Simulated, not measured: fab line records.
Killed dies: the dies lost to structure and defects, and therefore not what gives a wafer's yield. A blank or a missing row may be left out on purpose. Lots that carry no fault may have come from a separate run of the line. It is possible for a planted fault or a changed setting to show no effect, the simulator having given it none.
Which tool did it? | flow nandHarc | 12 lots with 36 wafers sampled at 5 steps, on a route of 1302 steps

WHAT THE GAUGES READ, wafer by wafer
NHARC_END_SORT_01.
lot  | measured     | on        | killedAtArray | killedAtOther | killedAtPeriphery | killedDies | killedOpen | killedShort
L403 | day 30 12:23 | prober-01 | 21 14 21      | 1 0 2         | 5 4 8             | 27 18 31   | 2 2 2      | 5 2 3

TOOL THAT RAN EACH LOT (tool first, then ch and the chambers of the sampled wafers, then the start)
lot  | NHARC_A_STAIRCASE_STRIP_171         | NHARC_A_STAIRCASE_ETCH_13         | NHARC_A_STAIRCASE_ETCH_15                    | NHARC_A_STAIRCASE_TRIM_16
L390 | plasmaAsher-02 ch 0,1, day 16 04:57 | rieDiel-13 ch 0,1,2, day 16 07:39 | rieDiel-13 ch 0,1,2, no start                | rieDiel-13 ch 0,1, no start
L391 | plasmaAsher-01 ch 0,1, day 16 20:28 | rieDiel-03 ch 0,3, day 16 22:19   | rieDiel-03 ch 1,2, no start                  | rieDiel-03 ch 2,3, no start
L398 | plasmaAsher-02 ch 0, day 19 21:54   | rieDiel-12 ch 1,2,3, day 19 23:44 | rieDiel-12 ch 1,3, no start                  | rieDiel-12 ch 1,2, no start
L399 | plasmaAsher-02 ch 0,1, day 20 01:28 | rieDiel-12 ch 1,2,3, day 20 08:51 | rieDiel-12 ch 1,2,3, no start                | rieDiel-12 ch 0,1,2, no start
L403 | plasmaAsher-02 ch 0,1, day 22 00:11 | rieDiel-13 ch 1,2, day 22 01:51   | rieDiel-13 ch 1,2,3, day 30 12:23 or earlier | rieDiel-13 ch 1,2, day 30 12:23 or earlier
L406 | plasmaAsher-01 ch 0,1, day 22 07:07 | rieDiel-03 ch 1,2,3, day 22 08:55 | rieDiel-03 ch 1,2, no start                  | rieDiel-03 ch 1,2,3, no start
L407 | plasmaAsher-01 ch 0,1, day 22 19:59 | rieDiel-03 ch 0,2, day 22 21:44   | rieDiel-03 ch 0,2, no start                  | rieDiel-03 ch 2,3, no start
L408 | plasmaAsher-01 ch 0,1, day 23 18:18 | rieDiel-03 ch 0,3, day 23 20:04   | rieDiel-03 ch 0,3, no start                  | rieDiel-03 ch 0,1,2, no start
L409 | plasmaAsher-01 ch 0,1, day 24 06:10 | rieDiel-12 ch 1,2,3, day 24 07:45 | rieDiel-12 ch 1,2,3, no start                | rieDiel-12 ch 2,3, no start
L410 | plasmaAsher-02 ch 0,1, day 24 11:46 | rieDiel-12 ch 0,3, day 24 13:23   | rieDiel-12 ch 0,2,3, no start                | rieDiel-12 ch 0,1,3, no start
L411 | plasmaAsher-01 ch 0,1, day 24 17:07 | rieDiel-03 ch 0,2, day 24 18:44   | rieDiel-03 ch 2,3, no start                  | rieDiel-03 ch 0,1,2, no start
L412 | plasmaAsher-01 ch 1, day 24 17:24   | rieDiel-13 ch 0,2,3, day 24 19:17 | rieDiel-13 ch 0,1,2, no start                | rieDiel-13 ch 1,2,3, no start
- NHARC_A_STAIRCASE_STRIP_171: strips in O2.
- NHARC_A_STAIRCASE_ETCH_13: etches the open film in C4F8/O2, target depth 100 nm, time 40.5 s.
- NHARC_A_STAIRCASE_ETCH_15: etches the open film in C4F8/O2, target depth 100 nm, time 40.5 s.
- NHARC_A_STAIRCASE_TRIM_16: chemistry O2, time 211.2 s.

AS READ BY THE TOOLS THEMSELVES (means over the sampled wafers that have a number; for cases with no such wafer, the mark the record gives instead)
NHARC_A_STAIRCASE_STRIP_171.
lot  | tool           | drypumpMotorCurrentA (A) | heaterPowerW (W)
L390 | plasmaAsher-02 | 5.2                      | 316
L391 | plasmaAsher-01 | 5.6                      | 315
L398 | plasmaAsher-02 | 5.4                      | 332
L399 | plasmaAsher-02 | 5.2                      | 318
L403 | plasmaAsher-02 | 5.3                      | 326
L406 | plasmaAsher-01 | 5.6                      | 325
L407 | plasmaAsher-01 | 5.9                      | 322
L408 | plasmaAsher-01 | 5.6                      | 314
L409 | plasmaAsher-01 | 5.9                      | 322
L410 | plasmaAsher-02 | 5.2                      | 321
L411 | plasmaAsher-01 | 5.9                      | 319
L412 | plasmaAsher-01 | 5.4                      | 313

NHARC_A_STAIRCASE_ETCH_13.
lot  | tool       | chamberPressureMTorr (mTorr) | oesProductAu (a.u.) | rfVppV (V) | runLengthS (s)
L390 | rieDiel-13 | 25.017                       | 0.919               | 894        | 61.5
L391 | rieDiel-03 | 25.017                       | 0.957               | 896        | 61.8
L398 | rieDiel-12 | 24.981                       | 0.953               | 902        | 63.6
L399 | rieDiel-12 | 24.990                       | 0.918               | 902        | 63.5
L403 | rieDiel-13 | 25.015                       | 0.944               | 890        | 61.4
L406 | rieDiel-03 | 24.980                       | 0.924               | 897        | 61.5
L407 | rieDiel-03 | 24.998                       | 0.935               | 894        | 61.7
L408 | rieDiel-03 | 24.978                       | 0.960               | 894        | 61.7
L409 | rieDiel-12 | 25.008                       | 0.937               | 901        | 61.7
L410 | rieDiel-12 | 24.984                       | 0.948               | 895        | 61.7
L411 | rieDiel-03 | 24.997                       | 0.933               | 894        | 61.6
L412 | rieDiel-13 | 24.993                       | 0.936               | 894        | 61.9

NHARC_A_STAIRCASE_ETCH_15.
lot  | tool       | chamberPressureMTorr (mTorr) | oesProductAu (a.u.) | rfVppV (V) | runLengthS (s)
L390 | rieDiel-13 | 25.023                       | 0.921               | 894        | 61.6
L391 | rieDiel-03 | 25.014                       | 0.939               | 897        | 61.6
L398 | rieDiel-12 | 25.031                       | 0.943               | 905        | 61.9
L399 | rieDiel-12 | 24.995                       | 0.929               | 901        | 61.6
L403 | rieDiel-13 | 25.010                       | 0.949               | 891        | 61.6
L406 | rieDiel-03 | 25.008                       | 0.925               | 900        | 61.5
L407 | rieDiel-03 | 24.990                       | 0.947               | 894        | 61.6
L408 | rieDiel-03 | 24.986                       | 0.950               | 894        | 61.8
L409 | rieDiel-12 | 24.974                       | 0.945               | 900        | 61.6
L410 | rieDiel-12 | 25.000                       | 0.955               | 896        | 61.5
L411 | rieDiel-03 | 24.984                       | 0.939               | 893        | 61.7
L412 | rieDiel-13 | 25.005                       | 0.955               | 899        | 61.6

NHARC_A_STAIRCASE_TRIM_16.
lot  | tool       | chamberPressureMTorr (mTorr) | drypumpMotorCurrentA (A) | oesProductAu (a.u.) | rfVppV (V) | showerheadPlenumPTorr (Torr) | throttleValvePct (%)
L390 | rieDiel-13 | 60.00                        | 6.1                      | 0.996               | 57.9       | 3.46                         | 17.028
L391 | rieDiel-03 | 60.05                        | 5.4                      | 0.994               | 57.9       | 3.48                         | 17.038
L398 | rieDiel-12 | 59.99                        | 6.3                      | 0.990               | 58.4       | 3.59                         | 17.045
L399 | rieDiel-12 | 60.00                        | 6.2                      | 0.996               | 58.8       | 3.57                         | 17.025
L403 | rieDiel-13 | 60.01                        | 6.1                      | 1.000               | 57.3       | 3.45                         | 17.029
L406 | rieDiel-03 | 60.12                        | 5.4                      | 1.000               | 57.1       | 3.56                         | 17.033
L407 | rieDiel-03 | 59.99                        | 5.4                      | 0.995               | 57.6       | 3.45                         | 17.030
L408 | rieDiel-03 | 59.97                        | 5.4                      | 1.006               | 57.9       | 3.57                         | 17.035
L409 | rieDiel-12 | 60.08                        | 6.2                      | 1.002               | 57.4       | 3.56                         | 17.033
L410 | rieDiel-12 | 59.99                        | 6.1                      | 1.006               | 58.0       | 3.64                         | 17.037
L411 | rieDiel-03 | 59.94                        | 5.4                      | 1.003               | 57.9       | 3.56                         | 17.039
L412 | rieDiel-13 | 60.02                        | 6.3                      | 0.999               | 58.0       | 3.56                         | 17.036

THE ANSWER, worked out from the rows above alone
Rule: usual is defined by the lots themselves. The widest of any qualifying gaps counts: lots, ordered by their means at a reading, are off when they make up no more than a third of the lots, leave a main group of 4 or more, and stand apart from it by 3 or more times the standard deviation of that group's means. Not used: any main group whose means are identical at the precision the tables above print for the reading. Also off: a lot with no number at a reading for which 4 or more lots have one. Where the step has rows for the other lots, those lots are counted as sound. Order of review: gauges by route order, followed by the tools' own readings, for which a lot's mean as printed above is used. The first step at which some lot is off is used, and at that step the reading that is off furthest; a lot without a number counts as furthest.
Off at NHARC_A_STAIRCASE_ETCH_13 (runLengthS): L398, L399. For the main group the mean is 61.6 s and the standard deviation 0.14.
If a tool, at that step or one of the process steps before it, ran each lot that is off and ran no sound lot following the first of them, it fits. Not one of the candidates tried fits.

WHAT THE SIMULATOR HAD PUT IN
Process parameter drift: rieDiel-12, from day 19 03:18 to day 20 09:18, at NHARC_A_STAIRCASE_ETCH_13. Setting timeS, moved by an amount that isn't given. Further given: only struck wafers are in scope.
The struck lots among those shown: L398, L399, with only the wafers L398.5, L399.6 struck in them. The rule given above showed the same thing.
